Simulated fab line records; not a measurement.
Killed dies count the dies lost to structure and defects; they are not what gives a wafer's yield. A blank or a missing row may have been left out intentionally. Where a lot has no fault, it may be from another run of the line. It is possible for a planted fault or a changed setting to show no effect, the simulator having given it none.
Matching of chambers	flow n5 finfet	rie diel-04 running N5_BEOL_M4_DESCUM_33: 4 sister chambers
The step chemistry O2, time 7 s. 8 wafers are shown with their chamber, then 8 later ones without.

== WAFERS, EACH WITH ITS CHAMBER ==
wafer	chamber	showerhead plenum p Torr (Torr)	throttle valve pct (%)
L082.5	1	2.06	20.01
L083.1	1	2.05	20.00
L083.2	2	2.17	20.58
L083.6	3	2.23	20.23
L088.1	0	2.08	20.35
L088.4	3	2.22	20.25
L088.5	0	2.08	20.36
L090.3	2	2.16	20.63

== WAFERS WITHOUT THEIR CHAMBER ==
wafer	showerhead plenum p Torr (Torr)	throttle valve pct (%)
L090.4	2.05	20.02
L090.6	2.08	20.37
L094.1	2.16	20.63
L094.2	2.22	20.25
L094.4	2.05	20.06
L097.1	2.15	20.65
L097.4	2.21	20.29
L097.5	2.04	20.05

== CHAMBER TAKEN BY EACH ==
wafer	from the rows above	in truth
L090.4	1	1
L090.6	0	0
L094.1	2	2
L094.2	3	3
L094.4	1	1
L097.1	2	2
L097.4	3	3
L097.5	1	1
Correct placement for 8 of the 8. Not placeable from these rows: 0. Wrongly placed: 0.
How it was worked out, from the rows above alone: a wafer's distance from a chamber is the root of the sum, over the readings, of the square of ((its reading less the chamber's mean) divided by the reading's scatter). If the next closest chamber is less than 2 further off than the closest, the wafer can't be placed; otherwise it belongs to the closest. The mean given for a chamber averages the wafers shown for that chamber. The scatter: take each reading less its chamber's mean, square it, sum over the shown wafers, divide by the number of wafers less the number of chambers, and take the root.
